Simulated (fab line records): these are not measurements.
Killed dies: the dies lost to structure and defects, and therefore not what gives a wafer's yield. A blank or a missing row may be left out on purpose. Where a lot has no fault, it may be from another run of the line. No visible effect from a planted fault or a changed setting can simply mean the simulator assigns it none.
The same fault as seen by 3 desks || flow n5_finfet || every desk sees just its own numbers, and what lay behind them comes last

== METROLOGY DESK ==
Means of the sampled wafers that have a number, per lot and without regard to the tool the lot ran on: this is what the gauges read. Marked OUT: a lot whose mean sits more than 4 standard deviations from the usual mean, which makes it out of limits; the brackets give that distance.
Columns: A = cd_nm at N5_FIN_CUT_CD_MEAS_08, usual 29.10 nm; B = FIN_CUT_OVL at N5_FIN_CUT_OVL_MEAS_09, usual 0.3 nm
{"lot": "L837", "first seen here": "day 2 03:01", "A": 29.05, "B": 0.3}
{"lot": "L841", "first seen here": "day 3 02:32", "A": 29.18, "B": 0.3}
{"lot": "L847", "first seen here": "day 4 15:44", "A": 29.00, "B": -0.5}
{"lot": "L848", "first seen here": "day 4 20:36", "A": 29.29, "B": -0.4}
{"lot": "L855", "first seen here": "day 6 14:05", "A": 28.94, "B": -0.0}
{"lot": "L859", "first seen here": "day 7 14:08", "A": 29.36, "B": 0.6}
This desk's verdict: no lot among the 6 shows anything out of limits.

== THE DEFECT DESK ==
Per lot, the means of the sampled wafers with a number show what the inspections along the route counted. Marked OUT: a lot whose mean sits more than 4 standard deviations from the usual mean, which makes it out of limits; the brackets give that distance.
Columns: A = raw_defect_count at N5_FIN_CUT_INSPECT_10, usual 42
{"lot": "L837", "first seen here": "day 2 03:06", "A": 42}
{"lot": "L841", "first seen here": "day 3 02:38", "A": 44}
{"lot": "L847", "first seen here": "day 4 15:50", "A": 30}
{"lot": "L848", "first seen here": "day 4 20:41", "A": 60}
{"lot": "L855", "first seen here": "day 6 14:10", "A": 45}
{"lot": "L859", "first seen here": "day 7 14:13", "A": 25}
This desk's verdict: no lot among the 6 shows anything out of limits.

== TOOL OWNER'S DESK, rie_diel-01 ==
The tool's own readings at N5_FIN_CUT_CUT_ETCH_26 (etches SiNx in CH3F/O2, target depth 39 nm, time 55.7 s): means of the sampled wafers that have a number, for each lot that ran on this tool. Marked OUT: a lot whose mean sits more than 4 standard deviations from the usual mean, which makes it out of limits; the brackets give that distance.
Columns: A = drypump_motor_current_A at N5_FIN_CUT_CUT_ETCH_26, usual 5.8 A; B = oes_product_au at N5_FIN_CUT_CUT_ETCH_26, usual 0.80 a.u.; C = rf_fwd_power_W at N5_FIN_CUT_CUT_ETCH_26, usual 391.4 W; D = rf_vpp_V at N5_FIN_CUT_CUT_ETCH_26, usual 296 V; E = showerhead_plenum_p_Torr at N5_FIN_CUT_CUT_ETCH_26, usual 2.00 Torr; F = throttle_valve_pct at N5_FIN_CUT_CUT_ETCH_26, usual 16.34 %
{"lot": "L841", "first seen here": "day 3 03:06", "A": 5.5, "B": 0.82, "C": 392.5, "D": 294, "E": 1.99, "F": 16.35}
{"lot": "L847", "first seen here": "day 4 16:18", "A": 5.5, "B": 0.73, "C": 389.8, "D": 292, "E": 1.99, "F": 16.34}
{"lot": "L848", "first seen here": "day 4 21:10", "A": 6.0, "B": 0.70, "C": 390.2, "D": 295, "E": 2.02, "F": 16.29}
This desk's verdict: no lot among the 3 shows anything out of limits.

== PUT TOGETHER ==
Metrology desk: nothing out of limits seen.
No out-of-limits result turned up at the defect desk.
The desk of the tool owner found nothing out of limits.

== WHAT THE SIMULATOR HAD INSERTED ==
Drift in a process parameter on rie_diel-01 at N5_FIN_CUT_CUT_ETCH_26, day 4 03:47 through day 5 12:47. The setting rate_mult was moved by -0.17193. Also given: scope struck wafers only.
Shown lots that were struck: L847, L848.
